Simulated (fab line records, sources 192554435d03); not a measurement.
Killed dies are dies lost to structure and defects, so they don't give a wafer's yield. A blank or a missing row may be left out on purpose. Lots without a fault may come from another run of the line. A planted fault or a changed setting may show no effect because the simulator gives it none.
Split-lot experiment | flow n5_finfet | 7 lots, 21 wafers read, on a route of 1938 steps

THE SPLIT
At N5_BEOL_M6_HM_DEP_02 (deposits TiN, target thk 20 nm), the setting target_thk_a was moved away from the recipe's 200 angstrom on 6 of the 21 wafers read, by -7.7% to +13.1%. The other wafers ran this setting at the recipe's value.

FROM THE SPLIT TO THE READING: what the file shows between them, 4 steps
- N5_BEOL_M6_COAT_59: time 60 s, resist thk 100 nm
- N5_BEOL_M6_COAT_60: time 60 s, resist thk 35 nm
- N5_BEOL_M6_STRIP_68: strips in N2/H2
- N5_BEOL_M6_STRIP_67: strips in CF4

THE READING
etch.depth_nm (the simulator's own value, which no gauge read), in nm, at N5_BEOL_M6_HM_OPEN_17 (chemistry Cl2/BCl3, target TiN, target depth 20 nm, overetch 6 nm). The file gives no usual value for it. The 15 wafers here that ran the recipe average 20.06 nm, standard deviation 0.22 nm.

wafer  | tool, chamber at the split | target_thk_a as run, angstrom | against the recipe | etch.depth_nm, nm | against lot-mates on the recipe
L074.3 | pvd_sputter-02, -          | 200                           | recipe             | 20.08             | -
L074.4 | pvd_sputter-02, -          | 200                           | recipe             | 20.24             | -
L074.6 | pvd_sputter-02, -          | 200                           | recipe             | 20.27             | -
L078.1 | pvd_sputter-03, -          | 200                           | recipe             | 20.12             | -
L078.3 | pvd_sputter-03, -          | 200                           | recipe             | 20.12             | -
L078.4 | pvd_sputter-03, -          | 226.3                         | +13.1%             | 22.7              | +2.58
L080.1 | pvd_sputter-02, -          | 200                           | recipe             | 20.35             | -
L080.3 | pvd_sputter-02, -          | 200                           | recipe             | 20.27             | -
L080.5 | pvd_sputter-02, -          | 209.3                         | +4.6%              | 21.33             | +1.02
L082.1 | pvd_sputter-02, -          | 184.6                         | -7.7%              | 18.27             | -1.57
L082.3 | pvd_sputter-02, -          | 184.6                         | -7.7%              | 18.5              | -1.34
L082.6 | pvd_sputter-02, -          | 200                           | recipe             | 19.84             | -
L086.1 | pvd_sputter-02, -          | 216.9                         | +8.5%              | 21.85             | +1.97
L086.2 | pvd_sputter-02, -          | 200                           | recipe             | 19.88             | -
L086.3 | pvd_sputter-02, -          | 216.9                         | +8.5%              | 21.8              | +1.92
L090.3 | pvd_sputter-03, -          | 200                           | recipe             | 19.58             | -
L090.4 | pvd_sputter-03, -          | 200                           | recipe             | 19.77             | -
L090.6 | pvd_sputter-03, -          | 200                           | recipe             | 19.8              | -
L097.1 | pvd_sputter-01, -          | 200                           | recipe             | 20.26             | -
L097.2 | pvd_sputter-01, -          | 200                           | recipe             | 20.16             | -
L097.3 | pvd_sputter-01, -          | 200                           | recipe             | 20.15             | -

THE FIT
A straight line over all 21 wafers: etch.depth_nm changes by +0.211 nm for each +1% of target_thk_a; r = +0.98; the points scatter about the line by 0.21 nm.
The same after taking each lot's own level away (the mean of its wafers on the recipe; 21 wafers): +0.205 nm for each +1%; r = +0.99; scatter 0.1 nm.
On that fit, the largest move of target_thk_a shifts the reading by 2.7 nm.
The lots' own levels span 19.717 to 20.310 nm, that is 2.7 times the standard deviation above.
So the lot-to-lot level changes the slope little: the two slopes agree.
Check: with one of the wafers moved furthest among these (+13.1%) left out of the fit, the line predicts +2.81 nm for it against its lot-mates. It came out at +2.58 nm against them.

OTHER SPLITS ON THESE WAFERS
These wafers also went through other splits before the reading. Each is held against what the fit with the lots' levels taken away leaves over:
other split on the same wafers   | wafers away from the commonest value | r with etch.depth_nm (lot level and that fit taken away)
N5_BEOL_M5_TRENCH_ETCH_37 time_s | 6                                    | +0.54
N5_BEOL_M5_ETCH_41 source_w      | 5                                    | -0.26

THE WHOLE CHAIN: every reading that the file lists as answering this split, in the file's order
step                  | what it does                                                      | reading                                                                          | change (the file's fit)               | r (the file's)
N5_BEOL_M6_HM_DEP_02  | deposits TiN, target thk 20 nm                                    | TiN_of_BEOL_M6_HM_DEP_02.thk_nm (the simulator's own value, which no gauge read) | +0.208 nm for each +1% of the setting | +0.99
N5_BEOL_M6_HM_OPEN_17 | chemistry Cl2/BCl3, target TiN, target depth 20 nm, overetch 6 nm | etch.depth_nm (the simulator's own value, which no gauge read)                   | +0.204 nm for each +1% of the setting | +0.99

THE FILE'S OWN FIT
etch.depth_nm changes by +0.204 nm for each +1% of target_thk_a, r = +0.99.
